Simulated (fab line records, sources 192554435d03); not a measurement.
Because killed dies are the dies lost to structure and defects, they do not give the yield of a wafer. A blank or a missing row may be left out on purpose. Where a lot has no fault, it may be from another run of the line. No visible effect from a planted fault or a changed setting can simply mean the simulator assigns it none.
Chamber matching	flow n5_finfet	N5_FIN_SAQP_ETCH_64 on rie_si-01 has 4 sister chambers
The step etches SiO2 in CF4, target depth 1.5 nm. 4 wafers are shown with their chamber, then 7 later ones without.

WAFERS WITH THEIR CHAMBER
wafer	chamber	throttle_valve_pct (%)
L361.5	0	22.2
L371.5	1	21.3
L372.1	2	21.7
L372.4	3	21.9

WAFERS MISSING THEIR CHAMBER
wafer	throttle_valve_pct (%)
L372.5	22.2
L377.1	21.9
L377.4	21.7
L377.6	22.0
L378.1	21.9
L378.2	22.2
L378.3	21.3

WHICH CHAMBER EACH WENT THROUGH
wafer	from the rows above	in truth
L372.5	0	0
L377.1	3	3
L377.4	2	2
L377.6	3	3
L378.1	3	3
L378.2	0	0
L378.3	1	1
Correct placement for 7 of the 7. From these rows, 0 cannot be placed. 0 placed wrongly.
How it was worked out, from the rows above alone: a wafer's distance from a chamber is the root of the sum, over the readings, of the square of ((its reading less the chamber's mean) divided by the reading's scatter). If the next closest chamber is less than 2 further off than the closest, the wafer can't be placed; otherwise it belongs to the closest. A chamber's mean is the mean of its shown wafers. The scatter: with one shown wafer a chamber, the root of the mean of the squares of how far each hidden wafer lies from its nearest shown one.
